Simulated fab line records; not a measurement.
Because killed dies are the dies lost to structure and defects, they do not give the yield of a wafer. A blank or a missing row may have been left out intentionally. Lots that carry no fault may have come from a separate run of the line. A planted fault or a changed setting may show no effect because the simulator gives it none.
A struck lot beside a sound one :: flow n5Finfet :: 17 out of 1938 route steps
Sound: these wafers, L747.1, L747.4, L747.6. Struck: wafers L767.1, L767.3, L767.5. The cause comes at the end.
At each step with rows: each side's tool, then ch and its chambers, then its first start. Under that, the readings that differ: sound wafers :: struck wafers :: difference of the means :: sigmas: that difference in standard deviations of wafers without a fault.
alike: a reading whose means differ by less than 2 such deviations, as well as words and numbers matching on both sides. not compared: withheld readings; readings where some wafer has no value; bounds like >300 that might hide an equal value; numbers whose values overlap and for which the record gives no deviation.
The two part at a step that has a row with sigmas, a row that says differs or no value, or rows on one side only. When numbers do not overlap yet have no deviation, they are printed without sigmas and do not part them. Lack of a reading on every wafer of one side parts them only where that side has two or more wafers.

N5_BEOL_M10_ETCH_62: etches SOC in N2/H2, target depth 110 nm, overetch 22 nm, time 165 s.
  sound on rieDiel-05 ch 2,3, day 10 07:08; struck on rieDiel-01 ch 0,3, day 14 20:23
reading: drypumpMotorCurrentA (A)
sound: 6.6 5.6 6.6
struck: 5.2 5.5 5.1
difference: -1.0
sigmas: -2
  alike: chamberPressureMTorr, oesProductAu, rfVppV, showerheadPlenumPTorr, tempC, throttleValvePct
  not compared: rfHoursCounterH
then, 1 step without rows for these wafers: N5_BEOL_M10_STRIP_68 (strips in N2/H2).
N5_BEOL_M10_STRIP_67: strips in CF4.
  sound on rieDiel-05 ch 2,3, day 10 07:17; struck on rieDiel-01 ch 0,3, day 14 20:32
reading: drypumpMotorCurrentA (A)
sound: 6.6 5.5 6.6
struck: 5.1 5.4 5.1
difference: -1.0
sigmas: -2
  alike: cf4FlowSccm, chamberPressureMTorr, oesProductAu, rfVppV, showerheadPlenumPTorr, throttleValvePct
  not compared: rfHoursCounterH
N5_BEOL_M10_HM_OPEN_17: chemistry Cl2/BCl3, target TiN, target depth 20 nm, overetch 6 nm.
  sound on rieMetal-03 ch 1, day 10 07:19; struck on rieMetal-01 ch 0,1, day 14 20:35
  alike: chamberPressureMTorr, drypumpMotorCurrentA, oesProductAu, throttleValvePct
  not compared: rfHoursCounterH
N5_BEOL_M10_STRIP_19: strips in O2.
  sound on rieDiel-04 ch 1,2,3, day 10 07:26; struck on rieDiel-01 ch 1,3, day 14 20:42
  alike: chamberPressureMTorr, drypumpMotorCurrentA, oesProductAu, rfVppV, showerheadPlenumPTorr, tempC, throttleValvePct
  not compared: rfHoursCounterH
N5_BEOL_M10_CD_MEAS_18: pitch 140 nm, target cd 70 nm.
  sound on cdSem-02 at day 10 07:30; struck on cdSem-02 at day 14 20:46
  alike: cdNm
then, 6 steps without rows for these wafers: N5_BEOL_M10_COAT_63 (time 60 s, resist thk 100 nm); N5_BEOL_M10_COAT_64 (time 60 s, resist thk 30 nm); N5_BEOL_M10_COAT_22 (resist thk 90 nm); N5_BEOL_M10_EBR_24; N5_BEOL_M10_SOFTBAKE_23 (time 60 s); N5_BEOL_M10_EXPOSE_25 (exposes mask V9).
N5_BEOL_M10_PEB_26: peb time 60 s.
  sound on lithoTrack-03 ch 0, day 10 08:59; struck on lithoTrack-03 ch 0, day 14 22:03
  alike: chillPlateTempC, resistLineTempC
then, 1 step without rows for these wafers: N5_BEOL_M10_DEVELOP_27 (develop time 30 s).
N5_BEOL_M10_CD_MEAS_28: target cd 70 nm.
  sound on cdSem-02 ch 0, day 10 09:04; struck on cdSem-01 ch 0, day 14 22:07
reading: cdNm (nm)
sound: 70.1 69.9 69.9
struck: 75.5 75.9 75.9
difference: +5.8
sigmas: +6
N5_BEOL_M10_OVL_MEAS_29:
  sound on overlay-02 ch 0, day 10 09:05; struck on overlay-02 ch 0, day 14 22:09
  alike: V9_OVL
-- the record jumps here: 2 days lie between the struck wafers' starts before and after (it left off in module BEOL_M10 and takes up again in module PASSIVATION, whose first step shown is number 1936 of the route) --
N5_PASSIVATION_PROBE_49:
  rows exist in the record for the struck wafers here (prober-01, day 17 05:07), but not for the sound ones

WHERE THEY PART
Last at N5_PASSIVATION_PROBE_49 as far as this record goes, first at N5_BEOL_M10_ETCH_62.

WHY: what the simulator had put in
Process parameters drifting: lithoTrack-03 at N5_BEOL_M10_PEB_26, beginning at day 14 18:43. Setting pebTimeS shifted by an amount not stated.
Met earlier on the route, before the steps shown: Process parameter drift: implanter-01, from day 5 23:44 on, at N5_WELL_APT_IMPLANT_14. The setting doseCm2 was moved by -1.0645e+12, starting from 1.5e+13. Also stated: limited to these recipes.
